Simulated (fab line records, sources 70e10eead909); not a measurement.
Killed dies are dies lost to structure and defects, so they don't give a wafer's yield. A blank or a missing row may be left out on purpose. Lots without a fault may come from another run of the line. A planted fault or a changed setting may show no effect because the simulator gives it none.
Which tool did it? | flow nand_harc | 24 lots, 72 wafers sampled, at 6 steps of a route of 1302

WHAT THE GAUGES READ, wafer by wafer
The record holds no reading of a measuring or inspecting step that can be judged against a usual standard deviation.

WHICH TOOL RAN EACH LOT (tool, then ch and the chambers of the sampled wafers, then the start)
lot  | NHARC_A_CONTACT_ETCH_89                       | NHARC_A_CONTACT_ETCH_135             | NHARC_A_CONTACT_ETCH_136             | NHARC_A_BLC_STRIP_21               | NHARC_A_BLC_PVD_32                      | NHARC_A_M0_ETCH_34
L074 | rie_diel-13 ch 0,3, day 22 07:20 or earlier   | har_cap_etch-02 ch 0,1, day 22 07:20 | har_cap_etch-02 ch 0,1, day 22 07:36 | rie_diel-03 ch 1,3, day 22 13:29   | pvd_sputter-03, day 22 16:23 or earlier | rie_diel-02 ch 0,1,3, day 22 16:23
L075 | rie_diel-13 ch 1,2,3, day 22 10:15 or earlier | har_cap_etch-03 ch 1, day 22 10:15   | har_cap_etch-03 ch 1, day 22 10:32   | rie_diel-12 ch 0,3, day 22 16:30   | pvd_sputter-03, day 22 19:56 or earlier | rie_diel-08 ch 0,2, day 22 19:56
L076 | rie_diel-10 ch 0,1,2, day 22 21:00 or earlier | har_cap_etch-01 ch 0,1, day 22 21:00 | har_cap_etch-01 ch 0,1, day 22 21:17 | rie_diel-03 ch 0,2,3, day 23 03:01 | pvd_sputter-01, day 23 06:00 or earlier | rie_diel-09 ch 2,3, day 23 06:00
L077 | rie_diel-13 ch 0,2,3, day 23 23:52 or earlier | har_cap_etch-02 ch 0, day 23 23:52   | har_cap_etch-02 ch 0, day 24 00:08   | rie_diel-03 ch 1,2, day 24 07:01   | pvd_sputter-01, day 24 10:34 or earlier | rie_diel-08 ch 0,2, day 24 10:34
L079 | rie_diel-13 ch 0,1,2, day 24 03:40 or earlier | har_cap_etch-01 ch 0,1, day 24 03:40 | har_cap_etch-01 ch 0,1, day 24 03:56 | rie_diel-12 ch 0,1, day 24 09:50   | pvd_sputter-02, day 24 12:49 or earlier | rie_diel-08 ch 0,3, day 24 12:49
L078 | rie_diel-13 ch 0,1,3, day 24 08:37 or earlier | har_cap_etch-02 ch 0,1, day 24 08:37 | har_cap_etch-02 ch 0,1, day 24 08:53 | rie_diel-03 ch 0,2,3, day 24 14:35 | pvd_sputter-02, day 24 17:33 or earlier | rie_diel-02 ch 0,1, day 24 17:33
L080 | rie_diel-10 ch 1,2,3, day 24 21:27 or earlier | har_cap_etch-01 ch 0,1, day 24 21:27 | har_cap_etch-01 ch 0,1, day 24 21:43 | rie_diel-12 ch 0,3, day 25 03:25   | pvd_sputter-01, day 25 06:17 or earlier | rie_diel-08 ch 0,1,2, day 25 06:17
L082 | rie_diel-13 ch 0,1, day 25 18:58 or earlier   | har_cap_etch-01 ch 0,1, day 25 18:58 | har_cap_etch-01 ch 0,1, day 25 19:14 | rie_diel-03 ch 1,2, day 26 01:09   | pvd_sputter-03, day 26 04:08 or earlier | rie_diel-08 ch 0,1,2, day 26 04:08
L081 | rie_diel-13 ch 0,2,3, day 25 20:24 or earlier | har_cap_etch-03 ch 0,1, day 25 20:24 | har_cap_etch-03 ch 0,1, day 25 20:40 | rie_diel-07 ch 0,1,2, day 26 02:30 | pvd_sputter-02, day 26 05:28 or earlier | rie_diel-08 ch 1,2, day 26 05:28
L084 | rie_diel-11 ch 0,1,2, day 26 00:33 or earlier | har_cap_etch-02 ch 0,1, day 26 00:33 | har_cap_etch-02 ch 0,1, day 26 00:49 | rie_diel-12 ch 1,3, day 26 06:54   | pvd_sputter-01, day 26 09:50 or earlier | rie_diel-08 ch 0,3, day 26 09:50
L083 | rie_diel-13 ch 1,2,3, day 26 01:50 or earlier | har_cap_etch-01 ch 0,1, day 26 01:50 | har_cap_etch-01 ch 0,1, day 26 02:06 | rie_diel-12 ch 1,2,3, day 26 08:00 | pvd_sputter-02, day 26 10:58 or earlier | rie_diel-08 ch 0,1,3, day 26 10:58
L085 | rie_diel-11 ch 0,3, day 27 04:09 or earlier   | har_cap_etch-03 ch 0,1, day 27 04:09 | har_cap_etch-03 ch 0,1, day 27 04:31 | rie_diel-07 ch 0,1,3, day 27 10:35 | pvd_sputter-01, day 27 13:49 or earlier | rie_diel-08 ch 0,1,2, day 27 13:49
L086 | rie_diel-13 ch 0,2,3, day 27 05:59 or earlier | har_cap_etch-03 ch 0,1, day 27 05:59 | har_cap_etch-03 ch 0,1, day 27 06:15 | rie_diel-12 ch 0,1, day 27 12:04   | pvd_sputter-02, day 27 15:04 or earlier | rie_diel-08 ch 2,3, day 27 15:04
L088 | rie_diel-11 ch 2,3, day 27 21:06 or earlier   | har_cap_etch-01 ch 1, day 27 21:06   | har_cap_etch-01 ch 1, day 27 21:22   | rie_diel-12 ch 2,3, day 28 04:55   | pvd_sputter-02, day 28 08:06 or earlier | rie_diel-02 ch 1,2,3, day 28 08:06
L087 | rie_diel-13 ch 2,3, day 27 22:38 or earlier   | har_cap_etch-03 ch 0,1, day 27 22:38 | har_cap_etch-03 ch 0,1, day 27 22:54 | rie_diel-12 ch 0,2,3, day 28 04:41 | pvd_sputter-03, day 28 07:40 or earlier | rie_diel-02 ch 1,2,3, day 28 07:40
L089 | rie_diel-13 ch 1,2,3, day 27 23:52 or earlier | har_cap_etch-02 ch 0,1, day 27 23:52 | har_cap_etch-02 ch 0,1, day 28 00:08 | rie_diel-12 ch 1,2,3, day 28 05:51 | pvd_sputter-02, day 28 09:24 or earlier | rie_diel-08 ch 0,1,2, day 28 09:24
L090 | rie_diel-11 ch 0,3, day 29 00:22 or earlier   | har_cap_etch-02 ch 0,1, day 29 00:22 | har_cap_etch-02 ch 0,1, day 29 00:38 | rie_diel-03 ch 1,2, day 29 06:32   | pvd_sputter-02, day 29 10:25 or earlier | rie_diel-02 ch 0,1,2, day 29 10:25
L091 | rie_diel-10 ch 1,3, day 29 04:38 or earlier   | har_cap_etch-02 ch 0,1, day 29 04:38 | har_cap_etch-02 ch 0,1, day 29 04:55 | rie_diel-03 ch 0,1,2, day 29 10:54 | pvd_sputter-02, day 29 13:50 or earlier | rie_diel-08 ch 1,3, day 29 13:50
L093 | rie_diel-11 ch 1,2,3, day 29 16:41 or earlier | har_cap_etch-03 ch 0,1, day 29 16:41 | har_cap_etch-03 ch 0,1, day 29 16:57 | rie_diel-03 ch 0,1,2, day 29 22:39 | pvd_sputter-03, day 30 01:54 or earlier | rie_diel-08 ch 0,1, day 30 01:54
L092 | rie_diel-13 ch 0,1, day 29 20:16 or earlier   | har_cap_etch-02 ch 0,1, day 29 20:16 | har_cap_etch-02 ch 0,1, day 29 20:32 | rie_diel-12 ch 0,2,3, day 30 02:19 | pvd_sputter-01, day 30 05:15 or earlier | rie_diel-09 ch 0,1,2, day 30 05:15
L094 | rie_diel-10 ch 1,3, day 30 09:15 or earlier   | har_cap_etch-02 ch 0, day 30 09:15   | har_cap_etch-02 ch 0, day 30 09:31   | rie_diel-12 ch 2,3, day 30 15:13   | pvd_sputter-02, day 30 18:18 or earlier | rie_diel-09 ch 0,1, day 30 18:18
L095 | rie_diel-10 ch 0,3, day 30 23:16 or earlier   | har_cap_etch-01 ch 0, day 30 23:16   | har_cap_etch-01 ch 0, day 30 23:32   | rie_diel-07 ch 0,2,3, day 31 05:26 | pvd_sputter-01, day 31 09:04 or earlier | rie_diel-02 ch 0,1,3, day 31 09:04
L097 | rie_diel-13 ch 0,1, day 31 05:18 or earlier   | har_cap_etch-02 ch 1, day 31 05:18   | har_cap_etch-02 ch 1, day 31 05:40   | rie_diel-12 ch 0,2, day 31 11:53   | pvd_sputter-01, day 31 14:50 or earlier | rie_diel-08 ch 0,1,3, day 31 14:50
L096 | rie_diel-13 ch 0,2,3, day 31 11:26 or earlier | har_cap_etch-01 ch 1, day 31 11:26   | har_cap_etch-01 ch 1, day 31 11:42   | rie_diel-07 ch 1,2,3, day 31 17:32 | pvd_sputter-02, day 31 20:37 or earlier | rie_diel-08 ch 1,3, day 31 20:37
- NHARC_A_CONTACT_ETCH_89: etches the open film in N2/H2, target depth 260 nm, time 475.3 s.
- NHARC_A_CONTACT_ETCH_135: etches the open film in C4F8/O2/Ar, time 311 s, target depth 1912 nm.
- NHARC_A_CONTACT_ETCH_136: etches the open film in C4F8/O2/Ar, time 311 s, target depth 1912 nm.
- NHARC_A_BLC_STRIP_21: strips in O2.
- NHARC_A_BLC_PVD_32: deposits Ti, target thk 5 nm, time 17.7 s.
- NHARC_A_M0_ETCH_34: etches the open film in N2/H2, target depth 40 nm, overetch 12 nm, time 43.94 s.

WHAT THE TOOLS THEMSELVES READ (means of the sampled wafers that have a number; where no wafer has one, the mark that the record gives instead)
NHARC_A_CONTACT_ETCH_89.
lot  | tool        | drypump_motor_current_A (A) | oes_product_au (a.u.) | rf_vpp_V (V) | showerhead_plenum_p_Torr (Torr) | throttle_valve_pct (%)
L074 | rie_diel-13 | 6.1                         | 0.997                 | 432.3        | 2.09                            | 14.173
L075 | rie_diel-13 | 5.4                         | 1.010                 | 426.7        | 1.92                            | 14.174
L076 | rie_diel-10 | 6.0                         | 1.006                 | 431.1        | 2.06                            | 14.179
L077 | rie_diel-13 | 5.9                         | 1.007                 | 430.0        | 2.01                            | 14.169
L079 | rie_diel-13 | 5.8                         | 1.000                 | 429.3        | 2.00                            | 14.174
L078 | rie_diel-13 | 5.6                         | 0.993                 | 429.5        | 2.00                            | 14.172
L080 | rie_diel-10 | 5.9                         | 1.005                 | 430.7        | 2.07                            | 14.170
L082 | rie_diel-13 | 5.6                         | 0.996                 | 428.5        | 1.99                            | 14.163
L081 | rie_diel-13 | 5.9                         | 1.002                 | 429.2        | 2.01                            | 14.179
L084 | rie_diel-11 | 5.8                         | 1.016                 | 430.8        | 2.05                            | 14.156
L083 | rie_diel-13 | 5.4                         | 0.995                 | 426.9        | 1.91                            | 14.156
L085 | rie_diel-11 | 6.0                         | 1.010                 | 431.9        | 2.10                            | 14.169
L086 | rie_diel-13 | 5.8                         | 0.998                 | 429.3        | 2.00                            | 14.174
L088 | rie_diel-11 | 5.8                         | 1.023                 | 428.2        | 1.98                            | 14.168
L087 | rie_diel-13 | 5.6                         | 0.994                 | 427.2        | 1.92                            | 14.168
L089 | rie_diel-13 | 5.4                         | 0.994                 | 427.1        | 1.91                            | 14.174
L090 | rie_diel-11 | 6.0                         | 1.025                 | 432.6        | 2.09                            | 14.166
L091 | rie_diel-10 | 6.1                         | 0.994                 | 429.6        | 1.98                            | 14.177
L093 | rie_diel-11 | 6.1                         | 1.015                 | 429.6        | 2.01                            | 14.164
L092 | rie_diel-13 | 5.6                         | 0.993                 | 428.5        | 1.98                            | 14.178
L094 | rie_diel-10 | 6.2                         | 0.998                 | 429.6        | 2.01                            | 14.175
L095 | rie_diel-10 | 6.2                         | 1.004                 | 430.2        | 2.01                            | 14.178
L097 | rie_diel-13 | 6.1                         | 1.005                 | 431.2        | 2.07                            | 14.178
L096 | rie_diel-13 | 5.9                         | 0.998                 | 429.2        | 2.00                            | 14.177

NHARC_A_BLC_STRIP_21.
lot  | tool        | drypump_motor_current_A (A) | oes_product_au (a.u.) | rf_vpp_V (V) | showerhead_plenum_p_Torr (Torr) | throttle_valve_pct (%)
L074 | rie_diel-03 | 6.1                         | 0.996                 | 58.9         | 3.64                            | 17.035
L075 | rie_diel-12 | 6.0                         | 1.003                 | 57.7         | 3.46                            | 17.047
L076 | rie_diel-03 | 5.8                         | 0.993                 | 57.2         | 3.43                            | 17.043
L077 | rie_diel-03 | 5.5                         | 0.993                 | 57.7         | 3.52                            | 17.035
L079 | rie_diel-12 | 5.8                         | 0.993                 | 56.8         | 3.35                            | 17.043
L078 | rie_diel-03 | 5.8                         | 0.992                 | 57.3         | 3.43                            | 17.034
L080 | rie_diel-12 | 5.8                         | 1.014                 | 57.8         | 3.48                            | 17.041
L082 | rie_diel-03 | 5.5                         | 1.004                 | 58.3         | 3.62                            | 17.035
L081 | rie_diel-07 | 5.7                         | 0.999                 | 58.1         | 3.41                            | 17.040
L084 | rie_diel-12 | 5.6                         | 1.006                 | 57.3         | 3.43                            | 17.028
L083 | rie_diel-12 | 5.6                         | 1.006                 | 57.4         | 3.38                            | 17.035
L085 | rie_diel-07 | 5.8                         | 1.004                 | 57.6         | 3.45                            | 17.034
L086 | rie_diel-12 | 5.8                         | 0.994                 | 57.7         | 3.35                            | 17.042
L088 | rie_diel-12 | 5.6                         | 1.004                 | 57.0         | 3.39                            | 17.034
L087 | rie_diel-12 | 5.8                         | 1.010                 | 57.5         | 3.42                            | 17.043
L089 | rie_diel-12 | 5.6                         | 0.997                 | 56.9         | 3.38                            | 17.040
L090 | rie_diel-03 | 5.5                         | 0.994                 | 57.6         | 3.52                            | 17.025
L091 | rie_diel-03 | 5.5                         | 0.996                 | 57.7         | 3.47                            | 17.033
L093 | rie_diel-03 | 5.5                         | 0.993                 | 58.1         | 3.47                            | 17.040
L092 | rie_diel-12 | 5.8                         | 1.010                 | 57.5         | 3.42                            | 17.034
L094 | rie_diel-12 | 5.6                         | 0.996                 | 56.9         | 3.38                            | 17.037
L095 | rie_diel-07 | 5.6                         | 0.999                 | 57.0         | 3.54                            | 17.040
L097 | rie_diel-12 | 6.0                         | 1.009                 | 57.6         | 3.40                            | 17.040
L096 | rie_diel-07 | 6.0                         | 0.996                 | 57.5         | 3.57                            | 17.036

NHARC_A_BLC_PVD_32.
lot  | tool           | throttle_valve_pct (%)
L074 | pvd_sputter-03 | 29.2
L075 | pvd_sputter-03 | 28.6
L076 | pvd_sputter-01 | 30.0
L077 | pvd_sputter-01 | 30.1
L079 | pvd_sputter-02 | 29.1
L078 | pvd_sputter-02 | 29.6
L080 | pvd_sputter-01 | 29.9
L082 | pvd_sputter-03 | 28.1
L081 | pvd_sputter-02 | 30.0
L084 | pvd_sputter-01 | 29.1
L083 | pvd_sputter-02 | 29.2
L085 | pvd_sputter-01 | 29.2
L086 | pvd_sputter-02 | 29.0
L088 | pvd_sputter-02 | 29.0
L087 | pvd_sputter-03 | 30.1
L089 | pvd_sputter-02 | 29.0
L090 | pvd_sputter-02 | 28.9
L091 | pvd_sputter-02 | 29.0
L093 | pvd_sputter-03 | 29.2
L092 | pvd_sputter-01 | 28.6
L094 | pvd_sputter-02 | 29.0
L095 | pvd_sputter-01 | 29.7
L097 | pvd_sputter-01 | 28.9
L096 | pvd_sputter-02 | 29.1

NHARC_A_M0_ETCH_34.
lot  | tool        | drypump_motor_current_A (A) | oes_product_au (a.u.) | rf_vpp_V (V) | showerhead_plenum_p_Torr (Torr) | throttle_valve_pct (%)
L074 | rie_diel-02 | 5.7                         | 1.002                 | 430.7        | 2.03                            | 14.171
L075 | rie_diel-08 | 5.8                         | 0.989                 | 433.6        | 2.15                            | 14.181
L076 | rie_diel-09 | 6.3                         | 1.000                 | 427.1        | 1.90                            | 14.169
L077 | rie_diel-08 | 6.3                         | 1.010                 | 432.5        | 2.11                            | 14.173
L079 | rie_diel-08 | 5.9                         | 0.998                 | 430.7        | 2.06                            | 14.170
L078 | rie_diel-02 | 5.7                         | 0.995                 | 428.6        | 1.97                            | 14.168
L080 | rie_diel-08 | 6.2                         | 1.006                 | 433.1        | 2.12                            | 14.176
L082 | rie_diel-08 | 6.2                         | 1.007                 | 432.4        | 2.12                            | 14.175
L081 | rie_diel-08 | 6.2                         | 0.999                 | 432.6        | 2.12                            | 14.172
L084 | rie_diel-08 | 6.0                         | 0.990                 | 430.8        | 2.06                            | 14.177
L083 | rie_diel-08 | 6.3                         | 1.001                 | 430.6        | 2.07                            | 14.167
L085 | rie_diel-08 | 6.2                         | 1.004                 | 431.8        | 2.12                            | 14.174
L086 | rie_diel-08 | 5.5                         | 1.009                 | 431.9        | 2.10                            | 14.170
L088 | rie_diel-02 | 5.7                         | 1.009                 | 428.9        | 1.99                            | 14.168
L087 | rie_diel-02 | 5.7                         | 1.010                 | 429.3        | 1.99                            | 14.166
L089 | rie_diel-08 | 6.2                         | 1.012                 | 432.0        | 2.12                            | 14.162
L090 | rie_diel-02 | 5.7                         | 1.001                 | 428.2        | 1.94                            | 14.170
L091 | rie_diel-08 | 5.9                         | 0.997                 | 431.0        | 2.06                            | 14.167
L093 | rie_diel-08 | 6.6                         | 1.002                 | 430.6        | 2.08                            | 14.170
L092 | rie_diel-09 | 6.0                         | 1.005                 | 429.9        | 2.02                            | 14.171
L094 | rie_diel-09 | 5.8                         | 1.006                 | 431.3        | 2.05                            | 14.168
L095 | rie_diel-02 | 5.7                         | 1.001                 | 429.2        | 2.02                            | 14.172
L097 | rie_diel-08 | 6.3                         | 0.998                 | 430.9        | 2.07                            | 14.174
L096 | rie_diel-08 | 5.9                         | 1.004                 | 430.1        | 2.06                            | 14.174

THE ANSWER, worked out from the rows above alone
Rule: what is usual is taken from the lots themselves. Put in order of their means at a reading, lots are off if they are a third of the lots or fewer, leave a main group of 4 or more, and stand apart from it by a gap of 3 or more times the standard deviation of the main group's means; of several such gaps the widest counts. A main group whose means are all the same, to the digits that the tables above print for the reading, isn't used. A lot without any number at a reading at which 4 lots or more have one is off too. The other lots that the step has rows for count as sound. The gauges are gone through in route order, then the tools' own readings, and for those a lot's mean is taken as printed above. The first step at which some lot is off is used, and at that step the reading that is off furthest; a lot without a number counts as furthest.
No lot is off at any reading shown: from this, nothing can be told.

WHAT THE SIMULATOR HAD PUT IN
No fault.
